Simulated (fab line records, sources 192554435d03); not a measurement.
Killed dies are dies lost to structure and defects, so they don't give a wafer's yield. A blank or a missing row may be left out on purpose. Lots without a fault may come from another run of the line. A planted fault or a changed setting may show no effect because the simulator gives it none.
fab line records | flow n5_finfet
record lots=7 wafers=21
route steps=1938 shown MIM_TOP_LITHO@1843 TV_OPEN@1888
start_h: hours from the record's first day to the start of the lot's first wafer shown | wait_h: hours since the lot's step before | " the same as in the row above | L1.1+2: a row that stands for several wafers | - no value, or no start given | * or withheld: withheld | < > ~ a bound
route shown NAME@n: a module of which the file shows steps, and the number in the route of the first | usual: mean/standard deviation of fault-free wafers | same: alike in all rows | chamber/n: place in a boat | sites: the reading at each site | _std_site: their standard deviation | _edge_site: outer sites' mean less inner sites' | radius_mm: how far each site lies from the wafer's centre | mask NAME#n: copy n | behind: the tool/chamber that last shaped the wafer | hold: why the lot was held/for how many hours/how that ended | device: the transistor (n, p or np) that didn't switch | end of line: the same wafers' tests at the end of the route | a step without rows: its recipe alone | killed: dies lost to structure and defects at the first sort, not the wafer's yield | map: a wafer's dies, x killed, . not, _ none there
set.NAME: the setting as run; set.NAME@STEP: as run at that earlier step | model.NAME: the simulator's own value behind a step, which no gauge read
lots whose settings were changed on purpose; a table a step, a row a wafer
## steps
# step N5_MIM_TOP_LITHO_EXPOSE_05
# recipe mask_id=MIM_TOP na=0.55 source_shape=conventional sigma_outer=0.8 polarization=unpolarized target_cd_nm=2000 dose_mj=20.5
# columns lot.wafer tool chamber start_h wait_h mask set.dose_mj
L079.1+5 krf_scanner-01 0 299.78 - MIM_TOP#0 20.5
L079.2 " 0 " " MIM_TOP#0 20.04
L081.1+4+5 krf_scanner-02 0 322.88 - MIM_TOP#0 20.5
L082.2+5 krf_scanner-01 0 323.32 - MIM_TOP#0 20.5
L082.4 " 0 " " MIM_TOP#0 21.88
L086.1+5+6 krf_scanner-01 0 338.91 - MIM_TOP#0 20.5
L087.1+2+5 krf_scanner-01 0 349.86 - MIM_TOP#0 20.5
L090.1+6 krf_scanner-02 0 367.21 - MIM_TOP#0 19.75
L090.5 " 0 " " MIM_TOP#0 20.5
L096.2+5+6 krf_scanner-02 0 401.17 - MIM_TOP#0 20.5
# step N5_MIM_TOP_LITHO_PEB_06
# recipe peb_temp_c=withheld peb_time_s=*
# step N5_MIM_TOP_LITHO_DEVELOP_07
# recipe develop_time_s=60 rinse_liquid=diw dry=air_spin dev_temp_c=21
# step N5_MIM_TOP_LITHO_HARDBAKE_09
# recipe temp_c=130 time_s=120
# step N5_MIM_TOP_LITHO_CD_MEAS_08
# recipe target_cd_nm=2000 landing_energy_ev=500 detector=se_inlens
# usual cd_nm=1999.9/1.3
# columns lot.wafer tool chamber start_h wait_h set.dose_mj@MIM_TOP_LITHO_EXPOSE_05 cd_nm
L079.1 cd_sem-02 0 299.96 - 20.5 1998.2
L079.2 " 0 " " 20.04 2004.0
L079.5 " 0 " " 20.5 2001.9
L081.1 cd_sem-02 0 323.05 - 20.5 1999.9
L081.4 " 0 " " 20.5 2001.2
L081.5 " 0 " " 20.5 1998.7
L082.2 cd_sem-03 0 323.50 - 20.5 1999.4
L082.4 " 0 " " 21.88 1988.8
L082.5 " 0 " " 20.5 1999.8
L086.1 cd_sem-03 0 339.09 - 20.5 2000.0
L086.5 " 0 " " 20.5 2000.6
L086.6 " 0 " " 20.5 2000.6
L087.1 cd_sem-01 0 350.03 - 20.5 2000.9
L087.2 " 0 " " 20.5 1999.8
L087.5 " 0 " " 20.5 2001.5
L090.1 cd_sem-02 0 367.39 - 19.75 2005.0
L090.5 " 0 " " 20.5 1999.2
L090.6 " 0 " " 19.75 2006.8
L096.2 cd_sem-02 0 401.34 - 20.5 1998.9
L096.5 " 0 " " 20.5 2000.7
L096.6 " 0 " " 20.5 1999.5
# step N5_PASSIVATION_VIA_ETCH_13
# recipe chemistry=CHF3/O2 target=SiO2 target_depth_a=6600 CHF3_flow_sccm=50 O2_flow_sccm=5 Ar_flow_sccm=200 time_s=330 mask_material=PR pressure_mtorr=30 source_w=650 bias_w=170 ion_energy_ev=200 ends=cleared
# usual etch_rf_on_time_s=236/4.7 rf_vpp_V=521/3.4
# columns lot.wafer tool chamber start_h wait_h set.source_w etch_rf_on_time_s rf_vpp_V
L079.1 rie_diel-05 1 303.28 0.0 538.9 248 569
L079.2 " 0 " " 650 227 524
L079.5 " 0 " " 538.9 247 576
L081.1 rie_diel-06 0 326.09 0.0 650 230 521
L081.4 " 1 " " 650 238 523
L081.5 " 3 " " 650 230 517
L082.2 rie_diel-05 2 326.86 0.0 721.4 228 499
L082.4 " 1 " " 650 241 518
L082.5 " 2 " " 721.4 229 501
L086.1 rie_diel-02 3 343.62 0.0 650 231 524
L086.5 " 3 " " 650 239 524
L086.6 " 0 " " 686.7 228 504
L087.1 rie_diel-05 0 353.36 0.0 650 229 523
L087.2 " 2 " " 650 233 525
L087.5 " 3 " " 650 232 524
L090.1 rie_diel-06 1 372.17 0.0 708.4 227 501
L090.5 " 3 " " 650 235 514
L090.6 " 0 " " 650 237 521
L096.2 rie_diel-02 3 403.84 0.0 650 232 525
L096.5 " 0 " " 561.6 246 555
L096.6 " 1 " " 561.6 260 556
## key
split step=N5_MIM_TOP_LITHO_EXPOSE_05 setting=dose_mj stated=20.5 by=wafer
response step=N5_MIM_TOP_LITHO_CD_MEAS_08 reading=cd_nm change=-1.66 per=1% r=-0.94
split step=N5_PASSIVATION_VIA_ETCH_13 setting=source_w stated=650 by=wafer
response step=N5_PASSIVATION_VIA_ETCH_13 reading=etch_rf_on_time_s change=* per=1% r=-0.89
response step=N5_PASSIVATION_VIA_ETCH_13 reading=rf_vpp_V change=-2.41 per=1% r=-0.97
